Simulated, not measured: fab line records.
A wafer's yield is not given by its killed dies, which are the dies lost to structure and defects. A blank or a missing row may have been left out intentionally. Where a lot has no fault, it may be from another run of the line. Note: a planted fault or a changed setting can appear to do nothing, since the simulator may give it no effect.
Matching of chambers	flow n5_finfet	N5_BEOL_M2_DEP_57 on pecvd-02: 3 sister chambers
The step deposits SiCN from 3MS/NH3, target thk 8 nm, time 14 s. 18 wafers are shown with their chamber, then 9 later ones without.

== WAFERS WITH THEIR CHAMBER ==
wafer	chamber	throttle_valve_pct (%)	showerhead_plenum_p_Torr (Torr)
L074.2	2	9.1	3.643
L074.3	1	9.3	3.666
L074.4	1	9.3	3.654
L075.1	0	9.1	3.661
L075.2	1	9.1	3.668
L075.3	2	8.8	3.667
L077.1	1	9.1	3.660
L077.2	2	8.9	3.653
L077.3	0	9.1	3.658
L077.4	0	9.2	3.660
L077.5	2	8.8	3.666
L077.6	1	9.2	3.658
L078.4	0	9.2	3.668
L078.5	1	9.1	3.659
L078.6	2	8.9	3.665
L081.1	0	9.5	3.669
L081.2	2	8.7	3.671
L081.6	0	9.1	3.651

SIGNATURES (averages over the wafers above)
reading	chamber 0	chamber 1	chamber 2	scatter within a chamber
throttle_valve_pct	9.200	9.183	8.867	0.132
showerhead_plenum_p_Torr	3.66117	3.66083	3.66083	0.00785
Rule: a wafer's distance from a chamber is the root of the sum, over the readings, of the square of ((its reading less the chamber's mean) divided by the reading's scatter). The wafer belongs to the nearest chamber; if the next one is less than 2 further off, it can't be placed. The scatter is the square root of a quotient: the sum, over the shown wafers, of each reading's squared deviation from its chamber's mean, divided by wafers minus chambers.

== WAFERS WITH NO CHAMBER GIVEN ==
wafer	throttle_valve_pct (%)	showerhead_plenum_p_Torr (Torr)
L085.2	8.9	3.671
L085.4	9.1	3.658
L085.5	8.9	3.664
L091.1	9.1	3.675
L091.4	8.9	3.669
L091.5	9.2	3.654
L094.1	9.0	3.669
L094.4	9.0	3.672
L094.5	9.4	3.657

== CHAMBER TAKEN BY EACH ==
wafer	from the rows above	in truth
L085.2	can't be placed: 2 or 1 or 0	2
L085.4	can't be placed: 1 or 0 or 2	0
L085.5	can't be placed: 2 or 1 or 0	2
L091.1	can't be placed: 1 or 0 or 2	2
L091.4	can't be placed: 2 or 1 or 0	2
L091.5	can't be placed: 1 or 0 or 2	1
L094.1	can't be placed: 2 or 1 or 0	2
L094.4	can't be placed: 2 or 1 or 0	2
L094.5	can't be placed: 0 or 1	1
Correctly placed: 0 of 9. From these rows, 9 cannot be placed; in 9 the true chamber is one of the candidates. Wrongly placed: 0.
